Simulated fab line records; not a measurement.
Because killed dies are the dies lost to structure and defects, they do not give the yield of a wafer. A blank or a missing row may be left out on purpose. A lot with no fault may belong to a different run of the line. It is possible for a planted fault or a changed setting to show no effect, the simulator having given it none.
fab line records -- flow n5Finfet
record lots=4, wafers=12, lastDay=19
route steps=1938 shown DUMMY_GATE@247 SPACER0@258 SD_EPI_N@262 SD_EPI_P@326 BEOL_M4@1111 PASSIVATION@1936
lots untouched by any fault: they come from a run of this same line in which no faults occurred
startH: start of the lot's first displayed wafer, in hours after the record's first day -- waitH: hours elapsed since this lot's preceding step -- " repeats the value in the row above -- L1.1+2: one row covering several wafers at once -- - no value present, or no start provided -- * or withheld: withheld -- < > ~ a bound
route shown NAME@n: NAME is a module with steps in the file, n the number in the route of the first one -- usual: mean and standard deviation over wafers with no fault -- same: alike in all rows -- chamber/n: place in a boat -- sites: per-site readings -- _std_site: standard deviation across them -- _edge_site: the outer-site mean with the inner-site mean subtracted -- radiusMm: for every site, how far away it sits from the centre of the wafer -- mask NAME#n: copy n -- behind: the last tool/chamber to shape the wafer -- hold: what put the lot on hold/how long, in hours/how the hold closed -- device: transistor that didn't switch, given as n, p or np -- end of line: at the end of the route, the tests of the same wafers -- step lacking rows: just its recipe -- killed: count of dies lost to structure and defects at first sort (not the wafer's yield) -- map: shows each die of a wafer: x if killed, . if not, _ if none is there
set.NAME: the setting as run; set.NAME@STEP: as run at that earlier step -- model.NAME: the simulator's own value behind a step, which no gauge read
certain route steps with their lots: each step a table, each wafer a row
services: when a tool's chamber went out of use (startH, in hours from the record's first day, below 0 if earlier), for how many hours, and the reason
## steps
# step N5_DUMMY_GATE_ETCH_23
# recipe chemistry=HBr/Cl2/O2, HBr_flow_sccm=150, Cl2_flow_sccm=80, O2_flow_sccm=12, biasW=102, targetDepthA=410, timeS=22.3, target=poly-Si, maskMaterial=SiO2, pressureMtorr=10, icpW=800
# step N5_DUMMY_GATE_ETCH_44
# recipe chemistry=HBr/O2, overEtchFrac=0.7, targetDepthA=1275, stopOn=SiO2, ionEnergyEv=60, biasW=20, target=poly-Si, maskMaterial=SiO2, pressureMtorr=20, icpW=400, HBr_flow_sccm=120, O2_flow_sccm=10
# step N5_DUMMY_GATE_ETCH_42
# recipe chemistry=CHF3/O2, target=SiO2, targetDepthA=35, timeS=31, ionEnergyEv=30, biasW=12, pressureMtorr=30, sourceW=600, Ar_flow_sccm=200, CHF3_flow_sccm=50, O2_flow_sccm=5
# step N5_DUMMY_GATE_STRIP_48
# recipe chemistry=N2/H2, timeS=20, powerW=100, tempC=40, pressureMtorr=100, rfFrequencyHz=6e+07, biasPowerW=3, n2FlowSccm=300, h2FlowSccm=300
# step N5_DUMMY_GATE_PRECLEAN_33
# recipe chemistry=dHF, timeS=10, dilution=750:1, tempC=25
# step N5_DUMMY_GATE_PRECLEAN_25
# recipe chemistry=O3/DIW, timeS=45, tempC=22, o3Ppm=10
# step N5_DUMMY_GATE_PRECLEAN_51
# recipe chemistry=SC2, timeS=45, tempC=35, mix=1:1:50
# step N5_DUMMY_GATE_SRD_26
# recipe dry=ipaMarangoni, timeS=30, tempC=23, rinseLiquid=diw
# step N5_DUMMY_GATE_UV_OZONE_45
# recipe timeS=120, pressureTorr=760, tempC=25
# step N5_SPACER0_ALD_07
# recipe material=SiNx, targetThkA=20, tempC=400, aldPrecursorFamily=SiH2I2, aldCoReactant=N2/H2-plasma, pressureTorr=2
# step N5_SPACER0_ALD_00
# recipe material=SiOCN, targetThkA=35, tempC=400, aldPrecursorFamily=alkyl-aminosilane, aldCoReactant=O2/N2-plasma, pulseTimeS=3, purgeTimeS=2, coReactantPurgeTimeS=2, aldCycles=58, pressureTorr=2
# usual aldCycles=58/0, heaterPowerW=865/83, precursorPulseHeightRel=0.999/0.02, susceptorTempC=400.01/0.21
# same pulseTimeS=3
lot.wafer,tool,chamber,startH,waitH,aldCycles,heaterPowerW,precursorPulseHeightRel,susceptorTempC,model.SiOCN_of_SPACER0_ALD_00.thkNm
L753.1,aldSin-04,3,47.29,0.1,58,873,1.000,400.23,3.4
L753.3,aldSin-04,2,47.29,0.1,58,927,1.012,400.00,3.6
L753.5,aldSin-04,0,47.29,0.1,58,828,1.012,400.07,3.4
L766.3,aldSin-04,1,125.50,0.1,58,980,0.967,400.31,3.4
L766.4,aldSin-04,2,125.50,0.1,44,887,1.001,400.00,2.6
L766.6,aldSin-04,3,125.50,0.1,58,872,1.035,400.09,3.4
L768.1,aldSin-04,3,138.87,0.1,58,884,0.974,400.23,3.4
L768.2,aldSin-04,2,138.87,0.1,58,906,0.983,399.59,3.6
L768.5,aldSin-04,2,138.87,0.1,44,904,1.014,399.90,2.6
L776.1,aldSin-01,0,186.40,0.1,58,813,0.980,400.14,3.4
L776.2,aldSin-01,3,186.40,0.1,58,1040,1.013,399.84,3.4
L776.3,aldSin-01,1,186.40,0.1,58,735,0.997,399.70,3.4
# step N5_SPACER0_ALD_08
# recipe material=SiNx, targetThkA=20, tempC=400, aldPrecursorFamily=SiH2I2, aldCoReactant=N2/H2-plasma, pressureTorr=2
# step N5_SD_EPI_N_COAT_32
# recipe resist=SOC, tempC=250, timeS=60, spinRpm=1500, resistThkNm=350
# step N5_SD_EPI_N_COAT_33
# recipe resist=SiARC, tempC=220, timeS=60, spinRpm=1500, resistThkNm=35
# step N5_SD_EPI_N_COAT_03
# recipe resist=CAR-ArF-block, spinRpm=1500, resistThkNm=150
# step N5_SD_EPI_N_EBR_05
# recipe solvent=PGMEA, ebrWidthMm=1.5
# step N5_SD_EPI_N_SOFTBAKE_04
# recipe tempC=110, timeS=60, resist=CAR-ArF-block
# step N5_SD_EPI_N_EXPOSE_06
# recipe maskId=SD_N_BLK, na=1.35, sourceShape=conventional, sigmaOuter=0.8, polarization=unpolarized, targetCdNm=120, doseMj=39.75
# step N5_SD_EPI_N_PEB_07
# recipe pebTempC=110, pebTimeS=60, resist=CAR-ArF-block
# step N5_SD_EPI_N_DEVELOP_08
# recipe developTimeS=30, developer=TMAH, resist=CAR-ArF-block, devTempC=23, rinseLiquid=diw, dry=airSpin
# step N5_SD_EPI_N_DESCUM_14
# recipe chemistry=O2, timeS=7.9, sourcePowerW=50, biasPowerW=20, pressureMtorr=20, rfFrequencyHz=2.712e+07, tempC=40, resist=CAR-ArF-block, o2FlowSccm=225
# step N5_SD_EPI_N_ETCH_34
# recipe chemistry=CF4, target=SiARC, targetDepthA=455, maskMaterial=CAR-ArF-block, timeS=75.8, ionEnergyEv=80, pressureMtorr=40, sourceW=545, biasW=36, Ar_flow_sccm=100, cf4FlowSccm=100, ends=cleared
# step N5_SD_EPI_N_ETCH_35
# recipe chemistry=N2/H2, target=SOC, overetchA=1080, maskMaterial=SiARC, tempC=40, ionEnergyEv=100, sourceW=3000, biasW=133, pressureMtorr=20, timeS=486, n2FlowSccm=200, h2FlowSccm=200
# step N5_SD_EPI_N_STRIP_36
# recipe chemistry=N2/H2, tempC=40, n2FlowSccm=200, h2FlowSccm=200, rfFrequencyHz=6e+07
# step N5_SD_EPI_N_ETCHBACK_44
# recipe chemistry=CH3F/O2, mode=anisotropicEtchback, target=SiNx, targetDepthA=145, stopOn=SiO2, overEtchFrac=0.3, ionEnergyEv=120, pressureMtorr=30, sourceW=395, biasW=73, Ar_flow_sccm=150, CH3F_flow_sccm=30, O2_flow_sccm=20
# step N5_SD_EPI_N_ETCH_45
# recipe chemistry=CH3F/O2, target=SiOCN, targetDepthA=60, maskMaterial=SOC, ionEnergyEv=60, biasW=29, pressureMtorr=15, sourceW=410, Ar_flow_sccm=150, CH3F_flow_sccm=30, O2_flow_sccm=20
# step N5_SD_EPI_N_ETCH_16
# recipe chemistry=CHF3/O2, target=SiO2, targetDepthA=50, maskMaterial=SOC, pressureMtorr=30, sourceW=650, biasW=170, Ar_flow_sccm=200, CHF3_flow_sccm=50, O2_flow_sccm=5, ionEnergyEv=200
# step N5_SD_EPI_N_STRIP_47
# recipe chemistry=CHF3/O2, resist=SiARC, rfFrequencyHz=6e+07
# step N5_SD_EPI_N_SD_RECESS_17
# recipe chemistry=HBr/Cl2/O2, targetDepthA=410, maskMaterial=SOC, timeS=23.7, btTimeS=3, pressureMtorr=10, icpW=800, biasW=112, HBr_flow_sccm=150, Cl2_flow_sccm=80, O2_flow_sccm=12
# step N5_SD_EPI_N_STRIP_38
# recipe chemistry=N2/H2, powerW=1000, tempC=250, h2Frac=0.65, overashFraction=0.3, pressureMtorr=withheld, n2FlowSccm=1750, h2FlowSccm=3250
# step N5_SD_EPI_N_WET_ETCH_43
# recipe chemistry=dHF, dilution=withheld, timeS=14, target=SiO2, targetDepthA=15, tempC=25
# step N5_SD_EPI_N_STRIP_18
# recipe chemistry=SPM, timeS=750, tempC=130, h2so4H2o2VolRatio=4
# step N5_SD_EPI_N_SRD_20
# recipe dry=ipaMarangoni, doPpb=5, timeS=30, tempC=23, rinseLiquid=diw
# step N5_SD_EPI_N_PRECLEAN_48
# recipe chemistry=NF3:NH3, afsCycles=2, tempC=30, timeS=20, sublimationTempC=180, sublimationTimeS=60, pressureTorr=3, rfPowerW=30
# step N5_SD_EPI_N_VAPOR_ETCH_50
# recipe chemistry=HCl, target=Si, tempC=775, timeS=54, pressureTorr=20, mode=isotropic
# step N5_SD_EPI_N_EPI_21
# recipe material=Si:P, dopant=P, tempC=680, pressureTorr=255, timeS=690
# step N5_SD_EPI_P_PRECLEAN_32
# recipe chemistry=dHF, timeS=10, dilution=500:1, tempC=25
lot.wafer,tool,chamber,startH,waitH,model.SiOCN_of_SPACER0_ALD_00.thkNm
L753.1+3+5,wetBench-01,"0,4,7",58.58,0.0,3.4
L766.3+6,wetBench-01,"6,4",134.73,0.0,3.4
L766.4,wetBench-01,3,134.73,0.0,2.6
L768.1+2,wetBench-03,"7,5",149.59,0.0,3.4
L768.5,wetBench-03,4,149.59,0.0,2.6
L776.1+2+3,wetBench-01,"3,1,6",195.36,0.0,3.4
# step N5_BEOL_M4_RC_MEAS_101
# usual DIBL_N=36.3/1.7, DIBL_P=36.5/2.1, IOFF_N=0.16/0.03, IOFF_N_85C=3.2/0.49, IOFF_N_LIN=0.074/0.011, IOFF_P=0.22/0.035, IOFF_P_85C=3.8/0.5, IOFF_P_LIN=0.104/0.012, ION_N=675/11, ION_P=465/7.1, REXT_N=75.2/1.7, REXT_P=100.3/2.4, SS_N=71.5/0.62, SS_P=73.3/0.64, VT_N=250/3.1, VT_P=-249.1/3, VT_P_LVT=-97.7/2.7
lot.wafer,tool,chamber,startH,waitH,DIBL_N[mV/V],DIBL_P[mV/V],IOFF_N[nA/um],IOFF_N_85C[nA/um],IOFF_N_LIN[nA/um],IOFF_P[nA/um],IOFF_P_85C[nA/um],IOFF_P_LIN[nA/um],ION_N[uA/um],ION_P[uA/um],REXT_N[ohm.um],REXT_P[ohm.um],SS_N[mV/dec],SS_P[mV/dec],VT_N[mV],VT_P[mV],VT_P_LVT[mV]
L753.1,prober-01,0,170.41,0.6,37.1,38.1,0.17,3.3,0.080,0.25,4.2,0.114,675,474,75.2,105.1,71.7,73.5,249,-246.4,-96.5
L753.3,prober-01,0,170.41,0.6,34.6,35.1,0.13,2.6,0.063,0.20,3.5,0.098,659,459,76.3,107.7,71.2,73.1,256,-250.4,-100.4
L753.5,prober-01,0,170.41,0.6,37.9,38.9,0.20,3.7,0.084,0.27,4.4,0.117,669,468,73.7,105.5,73.1,73.4,248,-245.3,-96.5
L766.3,prober-02,0,285.61,0.3,38.7,39.7,0.21,4.0,0.095,0.29,4.7,0.126,692,476,75.0,98.3,71.7,74.1,245,-243.7,-93.5
L766.4,prober-02,0,285.61,0.3,41.1,41.2,0.25,4.6,0.108,0.41,6.3,0.169,720,499,67.9,87.9,71.9,74.8,240,-239.3,-86.8
L766.6,prober-02,0,285.61,0.3,36.2,35.5,0.16,3.1,0.075,0.22,3.7,0.103,675,467,74.8,99.9,71.4,73.4,249,-247.2,-97.9
L768.1,prober-02,0,307.25,0.0,38.4,38.1,0.20,3.7,0.088,0.27,4.4,0.124,694,471,74.6,97.6,71.7,74.1,244,-243.2,-95.1
L768.2,prober-02,0,307.25,0.0,35.2,34.2,0.13,2.7,0.063,0.18,3.2,0.094,667,460,74.2,99.4,70.3,72.6,250,-249.3,-100.2
L768.5,prober-02,0,307.25,0.0,42.3,39.8,0.25,4.5,0.100,0.33,5.2,0.147,704,486,66.8,91.1,72.2,73.7,243,-241.6,-90.0
L776.1,prober-02,0,332.04,0.0,35.3,37.3,0.16,3.3,0.079,0.22,3.9,0.108,697,477,74.3,96.8,71.7,73.4,247,-247.2,-96.3
L776.2,prober-02,0,332.04,0.0,37.0,38.8,0.19,3.7,0.088,0.24,4.2,0.113,684,466,73.9,100.1,71.6,73.7,247,-247.8,-95.9
L776.3,prober-02,0,332.04,0.0,36.2,38.5,0.17,3.4,0.081,0.26,4.4,0.120,688,474,73.7,95.5,71.9,74.0,247,-246.5,-94.2
# step N5_PASSIVATION_PROBE_49
# usual defectLimitedYield=91.2/1.4, killed_at_M0_to_M3=36/10, killed_at_M4_up=13/5.1, killedAtContacts=12/5.4, killedAtFrontEnd=39/11, killedAtOther=3.5/2.4, killedDies=104/17, killedOpen=67/13, killedShort=36/8.3, sort_bin_4_leakage=0/0, sort_bin_5_function=5.2/0.98, sort_bin_6_memory=3.3/0.68, sortNPass=1076/17, sortYieldPct=91.2/1.4
# same grossDies=1180, killedAtBackSide=0, sort_bin_8_speed[%]=0
lot.wafer,tool,chamber,startH,waitH,defectLimitedYield[%],killed_at_M0_to_M3,killed_at_M4_up,killedAtContacts,killedAtFrontEnd,killedAtOther,killedDies,killedOpen,killedShort,sort_bin_4_leakage[%],sort_bin_5_function[%],sort_bin_6_memory[%],sortNPass,sortYieldPct[%]
L753.1,prober-01,-,259.79,0.0,91.9,32,10,9,40,5,96,64,32,0,4.3,3.2,1084,91.9
L753.3,prober-01,-,259.89,0.1,91.4,52,11,5,31,2,101,67,34,0,4.8,3.1,1079,91.4
L753.5,prober-01,-,259.99,0.2,93.2,30,5,9,33,3,80,59,21,0,4.3,2.3,1100,93.2
L766.6,prober-02,-,410.72,1.1,89.8,42,11,17,47,3,120,73,46,0,6.3,3.5,1060,89.8
L768.2,prober-02,-,428.45,0.1,93.6,34,7,16,15,3,75,46,29,0,3.9,2.2,1105,93.6
L768.5,prober-02,-,428.60,0.2,91.7,25,24,15,28,6,98,52,43,0,4.3,3.6,1082,91.7
L776.1,prober-01,-,458.31,0.0,90.8,37,10,8,49,5,109,75,34,0,5.1,3.8,1071,90.8
L776.2,prober-01,-,458.36,0.1,91.8,42,5,12,34,4,97,69,28,0,5.5,2.4,1083,91.8
L776.3,prober-01,-,458.41,0.1,89.9,36,19,24,34,6,119,83,35,0,6.7,3.3,1061,89.9
# killed by level:class
L753.1 STI_FIN_REVEAL:geometricParticle:open=11 GATE_CUT:geometricParticle:short=11 BEOL_M3:geometricParticle:open=9 MOL_CONTACT_COAG:geometricParticle:open=8 BEOL_M2:geometricParticle:open=8 GATE_CUT:geometricParticle:open=6 BEOL_M1:geometricParticle:open=6 BEOL_M0_SAQP:geometricParticle:short=4
L753.3 BEOL_M3:geometricParticle:open=19 BEOL_M0_SAQP:geometricParticle:short=11 STI_FIN_REVEAL:geometricParticle:open=8 GATE_CUT:geometricParticle:open=5 GATE_CUT:geometricParticle:short=5 BEOL_M0_SAQP:geometricParticle:open=5 BEOL_M2:geometricParticle:open=5 DUMMY_GATE:geometricParticle:open=4
L753.5 STI_FIN_REVEAL:geometricParticle:open=17 BEOL_M3:geometricParticle:open=8 MOL_CONTACT_COAG:geometricParticle:open=6 BEOL_M2:geometricParticle:open=6 BEOL_M1:geometricParticle:open=5 MOL_CONTACT_COAG:geometricParticle:short=3 BEOL_M0:geometricParticle:open=3 STARTING-WAFER:geometricParticle:open=3
L766.6 BEOL_M0_SAQP:geometricParticle:short=16 BEOL_M0_SAQP:geometricParticle:open=13 MOL_CONTACT_COAG:geometricParticle:open=11 STI_FIN_REVEAL:geometricParticle:open=10 DUMMY_GATE:geometricParticle:open=7 BEOL_M3:geometricParticle:open=7 MOL_CONTACT_COAG:geometricParticle:short=6 FIN_SAQP:geometricParticle:open=5
L768.2 MOL_CONTACT_COAG:geometricParticle:open=12 BEOL_M0_SAQP:geometricParticle:short=10 BEOL_M0_SAQP:geometricParticle:open=10 DUMMY_GATE:geometricParticle:open=4 GATE_CUT:geometricParticle:short=4 MOL_CONTACT_COAG:geometricParticle:short=4 BEOL_M3:geometricParticle:short=4 BEOL_M2:geometricParticle:open=3
L768.5 BEOL_M0_SAQP:geometricParticle:short=13 BEOL_M4:geometricParticle:open=11 FIN_SAQP:geometricParticle:open=8 MOL_CONTACT_COAG:geometricParticle:short=7 STI_FIN_REVEAL:geometricParticle:open=6 MOL_CONTACT_COAG:geometricParticle:open=5 GATE_CUT:geometricParticle:short=4 BEOL_M0_SAQP:geometricParticle:open=4
L776.1 BEOL_M0_SAQP:geometricParticle:open=15 FIN_SAQP:geometricParticle:short=13 BEOL_M2:geometricParticle:open=10 DUMMY_GATE:geometricParticle:open=7 FIN_SAQP:geometricParticle:open=6 MOL_CONTACT_COAG:geometricParticle:open=6 STI_FIN_REVEAL:geometricParticle:open=5 BEOL_M0_SAQP:geometricParticle:short=5
L776.2 STI_FIN_REVEAL:geometricParticle:open=12 BEOL_M2:geometricParticle:open=12 BEOL_M0_SAQP:geometricParticle:short=9 BEOL_M0_SAQP:geometricParticle:open=8 BEOL_M3:geometricParticle:open=8 MOL_CONTACT_COAG:geometricParticle:open=7 DUMMY_GATE:geometricParticle:open=6 MOL_CONTACT_COAG:geometricParticle:short=5
L776.3 MOL_CONTACT_COAG:geometricParticle:open=23 BEOL_M2:geometricParticle:open=12 BEOL_M4:geometricParticle:open=8 STI_FIN_REVEAL:geometricParticle:open=6 BEOL_M0_SAQP:geometricParticle:short=6 BEOL_M0_SAQP:geometricParticle:open=5 FIN_SAQP:geometricParticle:open=4 FIN_SAQP:geometricParticle:short=4
## services
tool,chamber,startH,hours,kind
aldSin-01,1,57.66,43.9,repair
aldSin-01,3,58.87,6.2,repair
aldSin-01,3,68.49,8.4,repair
aldSin-01,1,121.31,1.8,repair
aldSin-01,3,153.29,4.2,repair
aldSin-01,0,171.95,2.6,repair
aldSin-04,-,177.33,14.0,pm
aldSin-04,0,177.33,14.0,ventCycle
aldSin-04,1,177.33,14.0,ventCycle
aldSin-04,2,177.33,14.0,ventCycle
aldSin-04,3,177.33,14.0,ventCycle
aldSin-04,0,191.33,-,clean
aldSin-04,1,191.33,-,clean
aldSin-04,2,191.33,-,clean
aldSin-04,3,191.33,-,clean
## key
firstSign step=N5_SPACER0_ALD_00, reading=aldCycles, direction=down, sigmas=99+, usual=*, struck=*
effect step=N5_BEOL_M4_RC_MEAS_101, reading=REXT_N, direction=down, sigmas=4.7, usual=75.2, struck=67.3
effect step=N5_BEOL_M4_RC_MEAS_101, reading=REXT_P, direction=down, sigmas=4.5, usual=100.3, struck=89.5
effect step=N5_BEOL_M4_RC_MEAS_101, reading=IOFF_P_LIN, direction=up, sigmas=4.5, usual=0.104, struck=0.158
effect step=N5_BEOL_M4_RC_MEAS_101, reading=IOFF_P, direction=up, sigmas=4.3, usual=0.22, struck=0.37
effect step=N5_BEOL_M4_RC_MEAS_101, reading=IOFF_P_85C, direction=up, sigmas=4, usual=3.8, struck=5.8
effect step=N5_BEOL_M4_RC_MEAS_101, reading=ION_P, direction=up, sigmas=3.8, usual=465, struck=493
effect step=N5_BEOL_M4_RC_MEAS_101, reading=VT_P_LVT, direction=up, sigmas=3.4, usual=-97.7, struck=-88.4
effect step=N5_BEOL_M4_RC_MEAS_101, reading=ION_N, direction=up, sigmas=3.3, usual=675, struck=712
effect step=N5_BEOL_M4_RC_MEAS_101, reading=DIBL_N, direction=up, sigmas=3.1, usual=36.3, struck=41.7
effect step=N5_BEOL_M4_RC_MEAS_101, reading=IOFF_N, direction=up, sigmas=3, usual=0.16, struck=0.25
effect step=N5_BEOL_M4_RC_MEAS_101, reading=VT_P, direction=up, sigmas=2.9, usual=-249.1, struck=-240.5
effect step=N5_BEOL_M4_RC_MEAS_101, reading=IOFF_N_85C, direction=up, sigmas=2.8, usual=3.2, struck=4.5
modelEffect step=N5_SPACER0_ALD_00, value=SiOCN_of_SPACER0_ALD_00.thkNm, without=3.5, struck=2.6
modelEffect step=N5_SD_EPI_P_PRECLEAN_32, value=SiOCN_of_SPACER0_ALD_00.thkNm, without=3.4, struck=2.6
metAt N5_SPACER0_ALD_00
struckWafers L766.4,L768.5
onsetBetween 47.29 125.50
fault kind=processParameterDrift, tool=aldSin-04, chamber=-, onsetH=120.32, steps=N5_SPACER0_ALD_00, channel=aldCycles, offset=*, shape=step, endH=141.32, scope=struckWafersOnly, actsIn=*, stated=*
